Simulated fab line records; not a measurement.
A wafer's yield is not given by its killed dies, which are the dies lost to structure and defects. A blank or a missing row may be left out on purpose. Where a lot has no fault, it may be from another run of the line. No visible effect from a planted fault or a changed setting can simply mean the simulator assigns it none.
What tool caused it? :: flow nand harc :: 18 wafers from 6 lots sampled at 2 of the route's 1159 steps

== WHAT EACH GAUGE READ, for each wafer ==
NHARC_A_M0_CD_MEAS_16.
lot: L771
measured: day 18 02:19
on: cd sem-03
cd nm (nm): 80.0 79.9 80.9

lot: L775
measured: day 18 21:39
on: cd sem-01
cd nm (nm): 79.6 80.6 80.9

lot: L776
measured: day 19 17:18
on: cd sem-01
cd nm (nm): 80.0 79.3 79.8

lot: L780
measured: day 20 09:59
on: cd sem-01
cd nm (nm): 80.4 79.4 78.9

lot: L787
measured: day 22 18:23
on: cd sem-03
cd nm (nm): 78.8 80.1 79.8

lot: L791
measured: day 23 01:55
on: cd sem-01
cd nm (nm): 79.7 81.3 79.3

== WHICH TOOL RAN EACH LOT (tool, then ch and the chambers of the sampled wafers, then the start) ==
lot: L771
NHARC_A_M0_ETCH_34: rie diel-12 ch 0,2,3, day 18 02:07

lot: L775
NHARC_A_M0_ETCH_34: rie diel-12 ch 0,3, day 18 21:26

lot: L776
NHARC_A_M0_ETCH_34: rie diel-06 ch 0,1,2, day 19 17:06

lot: L780
NHARC_A_M0_ETCH_34: rie diel-06 ch 0,1, day 20 09:44

lot: L787
NHARC_A_M0_ETCH_34: rie diel-12 ch 1,2,3, day 22 18:11

lot: L791
NHARC_A_M0_ETCH_34: rie diel-12 ch 0,2,3, day 23 01:42
- NHARC_A_M0_ETCH_34: etches the open film in N2/H2, target depth 40 nm, overetch 12 nm, time 43.94 s.

== THE ANSWER, worked out from the rows above alone ==
Rule: the usual values come from the lots themselves. The widest of any qualifying gaps counts: lots, ordered by their means at a reading, are off when they make up no more than a third of the lots, leave a main group of 4 or more, and stand apart from it by 3 or more times the standard deviation of that group's means. A main group whose means are all the same, to the digits that the tables above print for the reading, isn't used. A lot without any number at a reading at which 4 lots or more have one is off too. All remaining lots with rows at the step are treated as sound.
No lot is off on any of the readings shown, so nothing can be concluded from this.

== WHAT THE SIMULATOR PUT IN ==
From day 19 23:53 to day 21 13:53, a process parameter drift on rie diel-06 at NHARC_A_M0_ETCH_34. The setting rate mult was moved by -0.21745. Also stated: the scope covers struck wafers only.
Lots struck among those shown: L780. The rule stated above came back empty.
